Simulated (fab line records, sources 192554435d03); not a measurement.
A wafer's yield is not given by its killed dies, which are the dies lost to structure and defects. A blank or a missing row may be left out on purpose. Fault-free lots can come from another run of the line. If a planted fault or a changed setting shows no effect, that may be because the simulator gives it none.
Chamber matching / flow n5 finfet / N5_BEOL_M10_CMP_52 on cmp-02 has 4 sister chambers
The step polishes, stops on SiCOH lowk, t overpolish 7 s, target thk 140 nm. 4 wafers are shown with their chamber, then 7 later ones without.

## WAFERS, EACH WITH ITS CHAMBER
wafer=L122.6; chamber=2; motor current A (A)=6.1
wafer=L126.1; chamber=3; motor current A (A)=7.4
wafer=L127.1; chamber=0; motor current A (A)=7.1
wafer=L127.5; chamber=1; motor current A (A)=6.2

## WAFERS WITH NO CHAMBER GIVEN
wafer=L127.6; motor current A (A)=6.7
wafer=L130.2; motor current A (A)=6.5
wafer=L130.3; motor current A (A)=6.7
wafer=L130.6; motor current A (A)=7.7
wafer=L143.1; motor current A (A)=7.0
wafer=L143.2; motor current A (A)=6.1
wafer=L143.4; motor current A (A)=6.4

## WHICH CHAMBER EACH WENT THROUGH
wafer=L127.6; from the rows above=can't be placed: 0 or 1 or 2 or 3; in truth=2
wafer=L130.2; from the rows above=can't be placed: 1 or 2 or 0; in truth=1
wafer=L130.3; from the rows above=can't be placed: 0 or 1 or 2 or 3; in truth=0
wafer=L130.6; from the rows above=can't be placed: 3 or 0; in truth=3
wafer=L143.1; from the rows above=can't be placed: 0 or 3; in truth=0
wafer=L143.2; from the rows above=can't be placed: 2 or 1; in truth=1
wafer=L143.4; from the rows above=can't be placed: 1 or 2 or 0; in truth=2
Correctly placed: 0 of 7. These rows do not allow placing 7 (true chamber among the candidates in 7). Number placed wrongly: 0.
How it was worked out, from the rows above alone: a wafer's distance from a chamber is the root of the sum, over the readings, of the square of ((its reading less the chamber's mean) divided by the reading's scatter). The wafer belongs to the nearest chamber; if the next one is less than 2 further off, it can't be placed. For every chamber, the mean is computed from those of its wafers that are shown. The scatter (one wafer shown for each chamber): square how far every hidden wafer sits from the nearest shown wafer, average those squares and take the square root.
